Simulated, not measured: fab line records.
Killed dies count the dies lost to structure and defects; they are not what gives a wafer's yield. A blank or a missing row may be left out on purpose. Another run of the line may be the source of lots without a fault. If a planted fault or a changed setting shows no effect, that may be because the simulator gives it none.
Which tool is to blame? | flow nand-harc | 12 lots with 36 wafers sampled at 4 steps, on a route of 1302 steps

== WHAT THE GAUGES SHOWED, per wafer ==
NHARC_P_BONDPAD_OVL_MEAS_38.
lot  | measured     | on         | overlay-x-nm (nm)
L076 | day 7 06:24  | overlay-02 | 6 6 5
L077 | day 7 18:07  | overlay-02 | 10 11 11
L079 | day 8 17:58  | overlay-02 | 0 0 0
L081 | day 9 16:41  | overlay-02 | 0 0 1
L083 | day 10 07:26 | overlay-01 | 3 2 3
L085 | day 11 05:52 | overlay-01 | -1 0 -1
L087 | day 11 22:28 | overlay-02 | 5 4 5
L088 | day 12 22:34 | overlay-02 | -8 -8 -7
L091 | day 13 20:37 | overlay-01 | 7 7 6
L093 | day 14 11:55 | overlay-01 | 2 1 2
L095 | day 15 04:14 | overlay-01 | -2 -2 -2
L096 | day 17 04:00 | overlay-01 | 1 0 1

== WHAT TOOL EACH LOT RAN ON (gives the tool, then ch and the chambers of the sampled wafers, and finally the start) ==
lot  | NHARC_P_M0_STRIP_18                | NHARC_P_M0_DEGAS_28          | NHARC_P_M2_DEGAS_29
L076 | rie-diel-07 ch 0,2, day 6 17:55    | pvd-sputter-03, day 6 18:28  | pvd-sputter-01, day 7 02:50
L077 | rie-diel-12 ch 0,1,2, day 7 05:51  | pvd-sputter-02, day 7 06:20  | pvd-sputter-02, day 7 14:40
L079 | rie-diel-11 ch 0,2, day 8 05:20    | pvd-sputter-01, day 8 05:52  | pvd-sputter-02, day 8 14:23
L081 | rie-diel-11 ch 1,2,3, day 9 04:29  | pvd-sputter-02, day 9 05:02  | pvd-sputter-03, day 9 13:16
L083 | rie-diel-11 ch 1,2, day 9 18:56    | pvd-sputter-01, day 9 19:28  | pvd-sputter-03, day 10 03:52
L085 | rie-diel-07 ch 0,2,3, day 10 17:23 | pvd-sputter-02, day 10 17:57 | pvd-sputter-02, day 11 02:17
L087 | rie-diel-07 ch 0,1,3, day 11 09:53 | pvd-sputter-03, day 11 10:26 | pvd-sputter-01, day 11 19:03
L088 | rie-diel-07 ch 0,2,3, day 12 10:10 | pvd-sputter-01, day 12 10:43 | pvd-sputter-01, day 12 19:16
L091 | rie-diel-11 ch 0,1,2, day 13 04:43 | pvd-sputter-02, day 13 05:14 | pvd-sputter-01, day 13 17:05
L093 | rie-diel-07 ch 1,2,3, day 13 22:59 | pvd-sputter-02, day 13 23:32 | pvd-sputter-02, day 14 07:49
L095 | rie-diel-07 ch 2,3, day 14 15:56   | pvd-sputter-02, day 14 16:29 | pvd-sputter-02, day 15 00:49
L096 | rie-diel-07 ch 2,3, day 16 15:13   | pvd-sputter-03, day 16 15:46 | pvd-sputter-01, day 17 00:35
- NHARC_P_M0_STRIP_18: strips in N2/H2.
- NHARC_P_M0_DEGAS_28: time 60 s.
- NHARC_P_M2_DEGAS_29: time 60 s.

== THE ANSWER, worked out from the rows above alone ==
Rule: the usual values come from the lots themselves. Put in order of their means at a reading, lots are off if they are a third of the lots or fewer, leave a main group of 4 or more, and stand apart from it by a gap of 3 or more times the standard deviation of the main group's means; of several such gaps the widest counts. Not used: any main group whose means are identical at the precision the tables above print for the reading. Also off: a lot with no number at a reading for which 4 or more lots have one. Any other lot the step has rows for is counted as sound.
Across all readings shown, no lot is off: no conclusion can be drawn from this.

== WHAT HAD BEEN PUT IN BY THE SIMULATOR ==
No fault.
